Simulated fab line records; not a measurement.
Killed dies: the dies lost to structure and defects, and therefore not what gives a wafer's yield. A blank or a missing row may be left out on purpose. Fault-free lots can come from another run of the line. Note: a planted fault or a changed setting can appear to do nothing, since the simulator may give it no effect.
Problem report, 8D (eight disciplines) form, completed by code || flow n5_finfet || the parts of the form that need people (team, actions taken, sign-off) are left out

## 1. WHAT IS WRONG
At N5_GATE_CUT_CUT_ETCH_53, rf_fwd_power_W averages 1095 W over 3 wafers from 2 lots, while fault-free wafers read 878 W, standard deviation 3. Relative to the usual mean, that is a shift of +72 standard deviations.
The step: etches W in SF6/Cl2, target depth 79.2 nm.
Seen first at day 8 20:07 on rie_metal-02, wafer L625.1. The record has a number at this step for 26 wafers belonging to 10 lots. By rule, "out" or "out of limits" means more than 4 standard deviations away from the usual mean. The rest of the wafers with a number are treated as sound.

## 2. WHAT IT IS AND WHAT IT IS NOT
{"question": "which readings at this step", "is": "rf_fwd_power_W, etch_rf_on_time_s", "is not": "SF6_flow_sccm, bias_w, drypump_motor_current_A, throttle_valve_pct"}
{"question": "which lots", "is": "L625, L626", "is not": "L609, L610, L611, L614, L617, L628, L629, L630"}
{"question": "which wafers of those lots", "is": "L625.1, L626.2, L626.3", "is not": "L625.2, L625.4, L626.4"}
{"question": "read on which tools", "is": "rie_metal-02", "is not": "rie_metal-01, rie_metal-03"}
{"question": "when", "is": "from day 8 20:07", "is not": "up to then (16 sound wafers); but 7 sound wafers of L626, L628, L629, L630 came after"}

## 3. WHAT RULES OUT EACH SUSPECT
Counting: any tool at a process step up to the reading remains a suspect provided it ran every lot that is out. Sound lots after the first of them don't rule it out here, since some wafers of a struck lot are sound.
- rie_metal-02 at N5_GATE_CUT_CUT_ETCH_53 (etches W in SF6/Cl2, target depth 79.2 nm): kept. Ran every lot that is out, first one L625 (day 8 20:07); last sound lot up to then L617 (day 6 16:34). Its own readings are out on those wafers: etch_rf_on_time_s, rf_fwd_power_W.
- Within rie_metal-02 at N5_GATE_CUT_CUT_ETCH_53: the wafers that are out ran in chamber 0; their sound lot-mates ran in chamber 1.
After counting, what remains is rie_metal-02 at N5_GATE_CUT_CUT_ETCH_53.

## 4. THE CAUSE (what the simulator had put in)
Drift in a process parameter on rie_metal-02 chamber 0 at N5_GATE_CUT_CUT_ETCH_53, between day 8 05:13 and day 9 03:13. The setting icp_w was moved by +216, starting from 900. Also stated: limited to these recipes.
After counting, this tool was the only one left.

## 5. THE EFFECT CHAIN, in route order
Rows list readings where the struck wafers' mean (over those with a number) sits beyond 3 standard deviations from the usual. Only readings whose record carries a usual standard deviation are examined. hours: median over the lots of the time between each lot's start at the first step of this table that gives one and its start at this step. sigmas: the change, counted in usual standard deviations.
{"hours": 0, "step": "N5_GATE_CUT_CUT_ETCH_53", "reading": "etch_rf_on_time_s", "usual": "25.99 s", "on struck wafers": 21.75, "change": -4.24, "sigmas": -15}
{"hours": 0, "step": "N5_GATE_CUT_CUT_ETCH_53", "reading": "rf_fwd_power_W", "usual": "878 W", "on struck wafers": 1095, "change": "+217", "sigmas": "+72"}
The process steps in it:
- N5_GATE_CUT_CUT_ETCH_53: etches W in SF6/Cl2, target depth 79.2 nm.
At these later measuring or inspecting steps, every struck wafer for which the step has a row has a number for every such reading, and none has moved that far: N5_BEOL_M4_RC_MEAS_101.

## 6. HOW IT WOULD HAVE BEEN CAUGHT EARLIER
First out-of-limits reading in this record: day 8 20:07, which is 15 hours after fault onset at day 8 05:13.
